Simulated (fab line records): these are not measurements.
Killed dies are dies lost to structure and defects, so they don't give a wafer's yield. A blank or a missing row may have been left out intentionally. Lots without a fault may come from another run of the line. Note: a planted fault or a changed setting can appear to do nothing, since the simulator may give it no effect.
fab line records + flow nand-harc
[record]
- lots = 5
- wafers = 15
- last-day = 32
route steps=1302 shown A_SLIT@940 A_SIN_REMOVE@947 A_WL_FILL@952 END@1302
lots with no fault: from the same line, run without faults
start-h: hours from the record's first day to the start of the lot's first wafer shown + wait-h: hours since the lot's step before + " the same as in the row above + L1.1+2: several wafers, shown together as one row + - no value, or no start given + * or withheld: withheld + < > ~ a bound
route shown NAME@n: a module of which the file shows steps, and the number in the route of the first + usual: mean and standard deviation over wafers with no fault + same: alike in all rows + chamber/n: place in a boat + sites: each site's reading + _std_site: how widely they spread, as a standard deviation + _edge_site: outer sites' mean less inner sites' + radius-mm: how far each site lies from the wafer's centre + mask NAME#n: copy n + behind: tool/chamber where the wafer was last shaped + hold: the reason the lot was held/the length of the hold in hours/how it ended + device: transistor that didn't switch, given as n, p or np + end of line: at the end of the route, the tests of the same wafers + where a step has no rows: the recipe by itself + killed: not the wafer's yield, but the dies lost to structure and defects at the first sort + map: a wafer's dies, x killed, . not, _ none there
set.NAME: setting as actually run; set.NAME@STEP: the setting as run at that earlier step + model.NAME: the simulator's own value behind a step, which no gauge read
a table for each step, a row for each wafer; lots at some steps of the route
services: from which hour (start-h, from the record's first day; less than 0 if before it) a tool's chamber was out of use, for how many hours, and why
[[steps]]
[step NHARC_A_SLIT_ETCH_26]
[recipe]
- bias-v = 400
- source-w = 2000
- pressure-mtorr = 25
- time-s = 90
- ar-flow-sccm = 375
- c4f8-flow-sccm = 41.7
- o2-flow-sccm = 83.3
- target-depth-a = 4000
- chemistry = C4F8/O2/Ar
[step NHARC_A_SLIT_STRIP_28]
[recipe]
- o2-flow-sccm = 400
- cos-flow-sccm = 20
- ar-flow-sccm = 0
- bias-w = 0
- chemistry = O2/COS
[step NHARC_A_SLIT_ETCH_29]
[recipe]
- target-depth-a = 1000
- overetch-a = 100
- time-s = 55
- ion-energy-ev = 100
- cf4-flow-sccm = 80
- o2-flow-sccm = 20
- ar-flow-sccm = 0
- rf-w = 300
- bias-w = 100
- chemistry = CF4/O2
[step NHARC_A_SLIT_STRIP_18]
[recipe]
- o2-flow-sccm = 500
- ar-flow-sccm = 0
- bias-w = 0
- chemistry = O2
[step NHARC_A_SLIT_PRECLEAN_19]
[recipe]
- time-s = *
- temp-c = 50
- bath-age-min = 0
- chemistry = SC1
[step NHARC_A_SLIT_SRD_20]
[step NHARC_A_SLIT_CD_MEAS_21]
[usual]
- cd-nm = 289.2/1.2
| lot.wafer | tool      | chamber | start-h | wait-h | cd-nm |
|-----------|-----------|---------|---------|--------|-------|
| L844.2    | cd-sem-01 | -       | 527.71  | -      | 289.2 |
| L844.3    | "         | -       | "       | "      | 287.8 |
| L844.6    | "         | -       | "       | "      | 288.1 |
| L854.1    | cd-sem-03 | -       | 613.50  | -      | 287.8 |
| L854.5    | "         | -       | "       | "      | 289.1 |
| L854.6    | "         | -       | "       | "      | 288.0 |
| L856.3    | cd-sem-03 | -       | 638.54  | -      | 290.7 |
| L856.4    | "         | -       | "       | "      | 289.8 |
| L856.6    | "         | -       | "       | "      | 290.1 |
| L858.3    | cd-sem-02 | -       | 655.39  | -      | 289.6 |
| L858.4    | "         | -       | "       | "      | 288.6 |
| L858.5    | "         | -       | "       | "      | 288.1 |
| L859.2    | cd-sem-03 | -       | 668.26  | -      | 287.8 |
| L859.3    | "         | -       | "       | "      | 290.6 |
| L859.5    | "         | -       | "       | "      | 289.5 |
[step NHARC_A_SIN_REMOVE_WET_00]
[recipe]
- temp-c = 160
- time-s = 15300
- chemistry = H3PO4
[step NHARC_A_SIN_REMOVE_PRECLEAN_01]
[recipe]
- time-s = *
- temp-c = 50
- bath-age-min = 0
- chemistry = SC1
[step NHARC_A_SIN_REMOVE_SRD_02]
[step NHARC_A_SIN_REMOVE_INSPECT_04]
[usual]
- raw-defect-count = 402/93
| lot.wafer | tool              | chamber | start-h | wait-h | raw-defect-count |
|-----------|-------------------|---------|---------|--------|------------------|
| L844.2    | defect-inspect-02 | -       | 534.34  | 0.0    | 304              |
| L844.3    | "                 | -       | "       | "      | 409              |
| L844.6    | "                 | -       | "       | "      | 388              |
| L854.1    | defect-inspect-01 | -       | 619.94  | 0.0    | 860              |
| L854.5    | "                 | -       | "       | "      | 488              |
| L854.6    | "                 | -       | "       | "      | 430              |
| L856.3    | defect-inspect-01 | -       | 644.58  | 0.1    | 391              |
| L856.4    | "                 | -       | "       | "      | 274              |
| L856.6    | "                 | -       | "       | "      | 389              |
| L858.3    | defect-inspect-01 | -       | 662.00  | 0.0    | 479              |
| L858.4    | "                 | -       | "       | "      | 364              |
| L858.5    | "                 | -       | "       | "      | 484              |
| L859.2    | defect-inspect-02 | -       | 675.94  | 0.0    | 286              |
| L859.3    | "                 | -       | "       | "      | 354              |
| L859.5    | "                 | -       | "       | "      | 359              |
[step NHARC_A_WL_FILL_ALD_00]
[recipe]
- target-thk-a = 30
- pulse-time-s = 3
- ald-cycles = 30
- temp-c = 300
- material = Al2O3
[usual]
- heater-power-w = 492/38
- precursor-pulse-height-rel = 0.998/0.02
- susceptor-temp-C = 300.01/0.2
| lot.wafer | tool      | chamber | start-h | wait-h | heater-power-w | precursor-pulse-height-rel | susceptor-temp-C |
|-----------|-----------|---------|---------|--------|----------------|----------------------------|------------------|
| L844.3    | ald-hk-01 | 2       | 534.43  | 0.1    | 512            | 0.961                      | 300.07           |
| L844.2    | "         | 3       | "       | "      | 514            | 0.998                      | 300.28           |
| L844.6    | "         | 2       | "       | "      | 522            | 0.987                      | 300.06           |
| L854.1    | ald-hk-03 | 2       | 620.08  | 0.1    | 494            | 1.008                      | 300.11           |
| L854.5    | "         | 3       | "       | "      | 542            | 0.973                      | 299.99           |
| L854.6    | "         | 0       | "       | "      | 515            | 1.000                      | 300.09           |
| L856.4    | ald-hk-04 | 0       | 644.65  | 0.1    | 521            | 0.980                      | 300.11           |
| L856.3    | "         | 1       | "       | "      | 418            | 0.981                      | 299.80           |
| L856.6    | "         | 0       | "       | "      | 500            | 0.980                      | 300.03           |
| L858.3    | ald-hk-04 | 1       | 662.07  | 0.1    | 415            | 0.997                      | 299.94           |
| L858.4    | "         | 0       | "       | "      | 521            | 0.990                      | 299.89           |
| L858.5    | "         | 1       | "       | "      | 411            | 1.000                      | 299.89           |
| L859.2    | ald-hk-01 | 1       | 676.07  | 0.1    | 516            | 0.958                      | 299.94           |
| L859.3    | "         | 2       | "       | "      | 494            | 0.990                      | 299.70           |
| L859.5    | "         | 0       | "       | "      | 440            | 1.021                      | 299.91           |
[step NHARC_A_WL_FILL_RTA_01]
[recipe]
- temp-c = 1000
- time-s = 5
[step NHARC_A_WL_FILL_ALD_02]
[recipe]
- target-thk-a = 20
- pulse-time-s = 3
- ald-cycles = 100
- temp-c = 450
- material = TiN
[step NHARC_A_WL_FILL_CVD_03]
[recipe]
- target-thk-a = 400
- temp-c = 300
- pressure-torr = 40
- wf6-flow-sccm = 40
- h2-flow-sccm = 1600
- ar-flow-sccm = 1560
- time-s = 279
- material = W
[usual]
- heater-power-w = 464/92
- mfc-h2-sccm = 1600/5.1
- susceptor-temp-C = 300.00/0.18
- throttle-valve-pct = 8.0/0.31
| lot.wafer | tool     | chamber | start-h | wait-h | heater-power-w | mfc-h2-sccm | susceptor-temp-C | throttle-valve-pct |
|-----------|----------|---------|---------|--------|----------------|-------------|------------------|--------------------|
| L844.2    | cvd-w-02 | 1       | 535.60  | 0.1    | 562            | 1598        | 299.91           | 8.2                |
| L844.3    | "        | 0       | "       | "      | 581            | 1605        | 300.11           | 7.6                |
| L844.6    | "        | 1       | "       | "      | 557            | 1598        | 299.94           | 8.4                |
| L854.1    | cvd-w-01 | 1       | 620.99  | 0.1    | 421            | 1601        | 300.08           | 8.3                |
| L854.5    | "        | 1       | "       | "      | 427            | 1605        | 300.03           | 8.5                |
| L854.6    | "        | 0       | "       | "      | 341            | 1603        | 299.94           | 7.9                |
| L856.4    | cvd-w-01 | 1       | 645.96  | 0.2    | 421            | 1608        | 300.12           | 8.1                |
| L856.3    | "        | 0       | "       | "      | 343            | 1595        | 300.00           | 8.2                |
| L856.6    | "        | 0       | "       | "      | 336            | 1601        | 300.24           | 8.2                |
| L858.4    | cvd-w-02 | 0       | 663.09  | 0.2    | 563            | 1601        | -                | 7.6                |
| L858.3    | "        | 1       | "       | "      | 531            | 1602        | -                | 7.5                |
| L858.5    | "        | 0       | "       | "      | 551            | 1602        | -                | 7.5                |
| L859.2    | cvd-w-02 | 0       | 676.98  | 0.1    | 541            | 1595        | 300.05           | 7.5                |
| L859.3    | "        | 0       | "       | "      | 547            | 1597        | 299.94           | 7.8                |
| L859.5    | "        | 0       | "       | "      | 544            | 1604        | 299.92           | 7.7                |
[step NHARC_A_WL_FILL_ETCHBACK_04]
[recipe]
- target-depth-a = 600
- time-s = 120
- chemistry = NF3
[step NHARC_A_WL_FILL_ETCHBACK_05]
[recipe]
- target-depth-a = 220
- time-s = 60
- temp-c = 40
- chemistry = Cl2/BCl3
[usual]
- chamber-pressure-mTorr = 10.000/0.0094
- drypump-motor-current-A = 5.8/0.46
- oes-product-au = 0.997/0.013
| lot.wafer | tool         | chamber | start-h | wait-h | chamber-pressure-mTorr | drypump-motor-current-A | oes-product-au | rf-hours-counter-h |
|-----------|--------------|---------|---------|--------|------------------------|-------------------------|----------------|--------------------|
| L844.2    | rie-metal-01 | 1       | 536.24  | 0.2    | 10.013                 | 6.0                     | 1.009          | 2.6                |
| L844.3    | "            | 0       | "       | "      | 10.008                 | 5.6                     | 0.998          | -                  |
| L844.6    | "            | 0       | "       | "      | 10.008                 | 5.6                     | 1.016          | -                  |
| L854.1    | rie-metal-02 | 1       | 621.62  | 0.2    | 10.005                 | 5.9                     | 0.979          | 3.1                |
| L854.6    | "            | 0       | "       | "      | 9.988                  | 5.9                     | 0.983          | -                  |
| L854.5    | "            | 1       | "       | "      | 9.999                  | 5.9                     | 0.978          | -                  |
| L856.3    | rie-metal-02 | 0       | 646.50  | 0.1    | 9.991                  | 6.0                     | 0.990          | -                  |
| L856.4    | "            | 1       | "       | "      | 9.989                  | 5.9                     | 0.985          | -                  |
| L856.6    | "            | 0       | "       | "      | 9.999                  | 6.0                     | 0.987          | -                  |
| L858.3    | rie-metal-01 | 0       | 663.84  | 0.3    | 9.992                  | 5.6                     | 0.993          | -                  |
| L858.4    | "            | 0       | "       | "      | 10.003                 | 5.6                     | 0.986          | -                  |
| L858.5    | "            | 0       | "       | "      | 9.986                  | 5.6                     | 0.994          | -                  |
| L859.2    | rie-metal-01 | 0       | 677.76  | 0.3    | 10.002                 | 5.6                     | 0.997          | -                  |
| L859.3    | "            | 0       | "       | "      | 10.012                 | 5.6                     | 0.991          | -                  |
| L859.5    | "            | 0       | "       | "      | 10.000                 | 5.6                     | 1.001          | -                  |
[step NHARC_A_WL_FILL_STRIP_27]
[recipe]
- power-w = 1500
- temp-c = 250
- time-s = 20
- chemistry = N2/H2
[usual]
- drypump-motor-current-A = 5.16/0.26
- heater-power-w = 350/38
| lot.wafer | tool            | chamber | start-h | wait-h | drypump-motor-current-A | heater-power-w | rf-hours-counter-h |
|-----------|-----------------|---------|---------|--------|-------------------------|----------------|--------------------|
| L844.2    | plasma-asher-02 | 1       | 536.36  | 0.1    | 4.89                    | 348            | 22                 |
| L844.3    | "               | 1       | "       | "      | 4.89                    | 347            | -                  |
| L844.6    | "               | 0       | "       | "      | 5.20                    | 314            | -                  |
| L854.1    | plasma-asher-01 | 0       | 621.77  | 0.1    | 5.01                    | 317            | 19                 |
| L854.5    | "               | 1       | "       | "      | 5.58                    | 415            | -                  |
| L854.6    | "               | 0       | "       | "      | 5.03                    | 321            | -                  |
| L856.4    | plasma-asher-02 | 0       | 646.65  | 0.1    | 5.22                    | 320            | -                  |
| L856.3    | "               | 1       | "       | "      | 4.89                    | 365            | -                  |
| L856.6    | "               | 0       | "       | "      | 5.22                    | 314            | -                  |
| L858.4    | plasma-asher-01 | 1       | 664.05  | 0.2    | 5.54                    | 420            | -                  |
| L858.3    | "               | 0       | "       | "      | 5.01                    | 313            | -                  |
| L858.5    | "               | 1       | "       | "      | 5.58                    | 413            | -                  |
| L859.2    | plasma-asher-01 | 0       | 677.95  | 0.2    | 5.01                    | 322            | 30                 |
| L859.3    | "               | 0       | "       | "      | 5.00                    | 321            | -                  |
| L859.5    | "               | 1       | "       | "      | 5.58                    | 413            | -                  |
[step NHARC_A_WL_FILL_STRIP_28]
[recipe]
- time-s = 1200
- temp-c = 72.5
- chemistry = post-etch-residue-remover
[step NHARC_A_WL_FILL_PRECLEAN_06]
[recipe]
- time-s = 300
- chemistry = DIW
[step NHARC_A_WL_FILL_SRD_07]
[step NHARC_A_WL_FILL_ANNEAL_08]
[recipe]
- temp-c = 450
- time-s = 1800
[step NHARC_A_WL_FILL_ALD_10]
[recipe]
- target-thk-a = 500
- pulse-time-s = 10
- ald-cycles = 500
- temp-c = 300
- material = SiO2
[usual]
- heater-power-w = 494/37
- precursor-pulse-height-rel = 1.001/0.019
- susceptor-temp-C = 299.97/0.2
| lot.wafer | tool      | chamber | start-h | wait-h | heater-power-w | precursor-pulse-height-rel | susceptor-temp-C |
|-----------|-----------|---------|---------|--------|----------------|----------------------------|------------------|
| L844.3    | ald-hk-04 | 3       | 542.45  | 0.1    | 464            | 0.957                      | 300.02           |
| L844.2    | "         | 0       | "       | "      | 466            | 0.991                      | 300.01           |
| L844.6    | "         | 3       | 544.52  | 2.1    | 468            | 1.001                      | 300.16           |
| L854.1    | ald-hk-03 | 2       | 628.03  | 1.1    | 510            | 1.012                      | -                |
| L854.5    | "         | 0       | 629.04  | 2.1    | 515            | 1.032                      | -                |
| L854.6    | "         | 1       | "       | "      | 549            | 1.023                      | -                |
| L856.4    | ald-hk-03 | 3       | 651.59  | 0.0    | 563            | 0.973                      | 299.71           |
| L856.3    | "         | 1       | 652.61  | 1.1    | 545            | 1.010                      | 300.13           |
| L856.6    | "         | 3       | 653.64  | 2.1    | 546            | 0.990                      | 299.50           |
| L858.4    | ald-hk-03 | 1       | 670.38  | 0.0    | 548            | 0.993                      | 300.06           |
| L858.3    | "         | 2       | "       | "      | 520            | 1.003                      | 299.58           |
| L858.5    | "         | 1       | 672.46  | 2.1    | 550            | 1.046                      | 300.03           |
| L859.2    | ald-hk-04 | 1       | 684.75  | 1.1    | 413            | 0.985                      | 300.27           |
| L859.3    | "         | 2       | "       | "      | 458            | 1.005                      | 300.42           |
| L859.5    | "         | 3       | "       | "      | 460            | 1.001                      | 299.77           |
[step NHARC_A_WL_FILL_ETCHBACK_16]
[recipe]
- target-depth-a = 1200
- time-s = 24
- c4f8-flow-sccm = withheld
- o2-flow-sccm = 8
- ar-flow-sccm = withheld
- rf-w = 600
- bias-w = 800
- chemistry = C4F8/O2/Ar
[step NHARC_A_WL_FILL_STRIP_29]
[recipe]
- time-s = 20
- o2-flow-sccm = 500
- ar-flow-sccm = 0
- bias-w = 0
- chemistry = O2
[step NHARC_A_WL_FILL_ETCHBACK_17]
[recipe]
- target-depth-a = 40
- time-s = 26.7
- chemistry = Cl2/BCl3
[step NHARC_A_WL_FILL_PRECLEAN_18]
[recipe]
- time-s = 30
- chemistry = dHF
[step NHARC_A_WL_FILL_SRD_21]
[step NHARC_A_WL_FILL_CVD_23]
[recipe]
- target-thk-a = 400
- temp-c = 620
- pressure-mtorr = 200
- time-s = 800
- material = poly-Si
[step NHARC_A_WL_FILL_ETCHBACK_26]
[recipe]
- target-depth-a = 520
- time-s = 13.3
- hbr-flow-sccm = 150
- rf-w = 350
- icp-w = 350
- bias-w = 60
- chemistry = HBr
[usual]
- chamber-pressure-mTorr = 15.001/0.014
- drypump-motor-current-A = 5.5/0.48
- oes-product-au = 1.000/0.014
- throttle-valve-pct = 23.266/0.0093
| lot.wafer | tool      | chamber | start-h | wait-h | chamber-pressure-mTorr | drypump-motor-current-A | oes-product-au | rf-hours-counter-h | throttle-valve-pct |
|-----------|-----------|---------|---------|--------|------------------------|-------------------------|----------------|--------------------|--------------------|
| L844.2    | rie-si-06 | 0       | 552.54  | 0.4    | 15.000                 | 5.9                     | 0.997          | 0.70               | 23.274             |
| L844.3    | "         | 1       | "       | "      | 14.966                 | 6.5                     | 1.004          | 0.72               | 23.264             |
| L844.6    | "         | 3       | "       | "      | 15.008                 | 4.6                     | 0.992          | -                  | 23.264             |
| L854.1    | rie-si-01 | 2       | 637.29  | 0.4    | 14.998                 | 5.7                     | 1.002          | 0.58               | 23.283             |
| L854.5    | "         | 3       | "       | "      | 15.016                 | 4.9                     | 0.996          | -                  | 23.265             |
| L854.6    | "         | 0       | "       | "      | 14.981                 | 5.9                     | 1.019          | -                  | 23.282             |
| L856.4    | rie-si-01 | 2       | 661.68  | 0.4    | 15.013                 | 5.6                     | 1.002          | 0.82               | 23.253             |
| L856.3    | "         | 3       | "       | "      | 14.998                 | 4.9                     | 0.997          | 0.79               | 23.279             |
| L856.6    | "         | 2       | "       | "      | 15.012                 | 5.7                     | 0.996          | -                  | 23.273             |
| L858.4    | rie-si-06 | 0       | 680.49  | 0.4    | 15.010                 | 5.9                     | 1.015          | 0.57               | 23.259             |
| L858.3    | "         | 1       | "       | "      | 14.983                 | 6.5                     | 0.976          | 0.38               | 23.264             |
| L858.5    | "         | 2       | "       | "      | 15.006                 | 5.2                     | 1.007          | -                  | 23.264             |
| L859.3    | rie-si-05 | 0       | 693.76  | 0.4    | 14.994                 | 5.2                     | 1.009          | 0.16               | 23.266             |
| L859.2    | "         | 2       | "       | "      | 15.010                 | 5.7                     | 1.002          | 0.22               | 23.271             |
| L859.5    | "         | 3       | "       | "      | 15.020                 | 5.2                     | 0.970          | -                  | 23.278             |
[step NHARC_A_WL_FILL_PRECLEAN_30]
[recipe]
- time-s = 10
- chemistry = dHF
[step NHARC_A_WL_FILL_SRD_14]
[step NHARC_A_WL_FILL_ALD_19]
[recipe]
- target-thk-a = 20
- pulse-time-s = 3
- ald-cycles = 100
- temp-c = 450
- material = TiN
[step NHARC_A_WL_FILL_CVD_20]
[recipe]
- target-thk-a = 1000
- temp-c = 400
- pressure-torr = 40
- wf6-flow-sccm = 40
- h2-flow-sccm = 1600
- ar-flow-sccm = 1560
- time-s = 74
- material = W
[step NHARC_A_WL_FILL_CMP_12]
[recipe]
- t-overpolish-s = 30
- target-thk-nm = 100
[step NHARC_A_WL_FILL_SRD_31]
[step NHARC_END_SORT_01]
[recipe]
- temp-c = 25
[usual]
- killed-at-array = 56/19
- killed-at-other = 0.6/1
- killed-at-periphery = 3.9/2.7
- killed-dies = 61/19
- killed-open = 3.3/1.9
- killed-short = 2.4/1.7
[same]
- gross-dies = 677
| lot.wafer | tool      | chamber | start-h | wait-h | killed-at-array | killed-at-other | killed-at-periphery | killed-dies | killed-open | killed-short |
|-----------|-----------|---------|---------|--------|-----------------|-----------------|---------------------|-------------|-------------|--------------|
| L844.2    | prober-01 | 0       | 638.83  | 2.8    | 56              | 0               | 3                   | 59          | 1           | 3            |
| L844.3    | prober-01 | 0       | 639.63  | 3.1    | 151             | 1               | 7                   | 159         | 3           | 5            |
| L844.6    | prober-01 | 0       | 642.06  | 4.0    | 143             | 0               | 4                   | 147         | 0           | 0            |
// killed by level:class
L844.2 A_CHANNEL_HOLE_D2:chamber-film-flake=37 A_CHANNEL_HOLE_D1:chamber-film-flake=9 P_STI:chamber-film-flake=3 A_SLIT:chamber-film-flake=2 A_CONTACT:chamber-film-flake=2 A_CHANNEL_FILL_D1:geometric-particle:open=1 A_DECK1_JOINT:geometric-particle:short=1 A_CHANNEL_FILL_D2:geometric-particle:short=1
L844.3 A_WL_FILL:unspecified=103 A_CHANNEL_HOLE_D2:chamber-film-flake=36 P_STI:chamber-film-flake=4 A_ONON_D1:geometric-particle:short=3 A_STAIRCASE:chamber-film-flake=3 A_CONTACT:chamber-film-flake=2 P_STI:geometric-particle:short=1 P_CONTACT:geometric-particle:open=1
L844.6 A_WL_FILL:unspecified=103 A_CHANNEL_HOLE_D2:chamber-film-flake=31 P_STI:chamber-film-flake=4 A_CHANNEL_HOLE_D1:chamber-film-flake=3 A_ZERO_WELL:chamber-film-flake=2 A_CONTACT:chamber-film-flake=2 A_DECK1_JOINT:chamber-film-flake=1 A_STAIRCASE:chamber-film-flake=1
// map L844.3 (x killed, . not)
____________.____________
_________......._________
_______....x......_______
______.....x.......______
_____.............x._____
____.......x.xx.x.xxx____
____.....x.x.xx...xxx____
___.......xxxxxx..xxxx___
___......xxxxxxxx.xxx.___
__.......xxxxxxxxxxxx.x__
__.......xxxxxxxxxxxxxx__
_........xxxxxxxx..xxx.._
_.......xxxxxxxxxx.xx.xx_
_.......xxxxxxxxx.x.xx.._
_......x.xxxxxxxx..xxx.._
_.........xxxxxxx..x...._
.........xxxxxxx.........
..........xx.xx..........
..........xxxxxx.........
...........xx.xx.........
............xx...........
_......................._
_...................x..._
_x......................_
_......................._
_..........x.x...x......_
__...x..x..x........x..__
__x....................__
___x..................___
___..................x___
____.................____
____x................____
_____..............._____
______.............______
_______...x......._______
_________......._________
____________.____________
// map L859.3 (x killed, . not)
____________.____________
_________......._________
_______..........._______
______.............______
_____.x............._____
____.................____
____........x........____
___.x..x............x.___
___.x.x...............___
__..................x..__
__.....................__
_......................._
_....x........x........._
_......................._
_...........x..........._
_......................._
............x............
.........................
.........x...............
.........x...x.......x.x.
........x...x.x..........
_........xxx............_
_........xxxxxxx........_
_........xxxx..........._
_....x..xxxxxxx........._
_.....x..xxxxx........x._
__.......xx.......x....__
__........xx.x.........__
___.......x..x........___
___...x....xx.........___
____..........x......____
____.................____
_____..............._____
______.............______
_______..........._______
_________......._________
____________.____________
[[services]]
| tool            | chamber | start-h | hours | kind   |
|-----------------|---------|---------|-------|--------|
| plasma-asher-01 | -       | 519.08  | 9.0   | pm     |
| rie-si-01       | -       | 529.03  | 0.4   | repair |
| cvd-w-01        | -       | 547.00  | 13.0  | pm     |
| rie-si-01       | -       | 547.00  | 9.0   | pm     |
| ald-hk-03       | -       | 568.97  | 10.0  | pm     |
| rie-metal-01    | -       | 575.00  | 9.0   | pm     |
| rie-si-06       | 0       | 580.73  | 5.7   | repair |
| rie-si-01       | 1       | 592.26  | 6.0   | repair |
| rie-si-06       | 3       | 595.61  | 1.6   | repair |
| rie-metal-01    | 1       | 600.90  | 152.8 | repair |
| rie-si-06       | -       | 603.00  | 9.0   | pm     |
| plasma-asher-02 | -       | 603.31  | 9.0   | pm     |
| ald-hk-01       | -       | 610.02  | 1.2   | repair |
| ald-hk-04       | -       | 611.54  | 10.0  | pm     |
| rie-metal-01    | 0       | 625.12  | 21.3  | repair |
| plasma-asher-01 | -       | 628.53  | 1.2   | repair |
| cvd-w-02        | -       | 631.00  | 13.0  | pm     |
| rie-metal-02    | -       | 631.00  | 9.0   | pm     |
| rie-metal-02    | -       | 652.64  | 31.6  | repair |
| cvd-w-01        | -       | 662.00  | 1.0   | repair |
| rie-si-06       | 3       | 673.41  | 1.9   | repair |
| rie-metal-01    | 0       | 680.19  | 3.8   | repair |
| cvd-w-01        | 1       | 687.74  | 5.1   | repair |
| rie-si-06       | 0       | 688.36  | 4.4   | repair |
[[key]]
[first-sign]
- step = NHARC_END_SORT_01
- reading = killed-dies
- direction = up
- sigmas = 4.9
- usual = 61
- struck = 153
[effect]
- step = NHARC_END_SORT_01
- reading = killed-at-array
- direction = up
- sigmas = 4.8
- usual = 56
- struck = 147
[more-kills-born-at]
- NHARC_A_WL_FILL_ALD_00@ald-hk-01 = 206
met-at NHARC_A_WL_FILL_ALD_00
struck-wafers L844.3,L844.6
tester-left-out L844
[fault]
- kind = chamber-particle-source
- tool = ald-hk-01
- chamber = 2
- onset-h = 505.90
- steps = NHARC_A_WL_FILL_ALD_00
- rate-per-visit-cm2 = 1.9284
- end-h = 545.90
// tester-left-out: of these lots the tester's yield and bins aren't shown, on N5 and GAA mostly nor the transistor test; their killed dies are dies lost to structure and defects alone, not to doping, threshold or leakage, so they don't give the yield
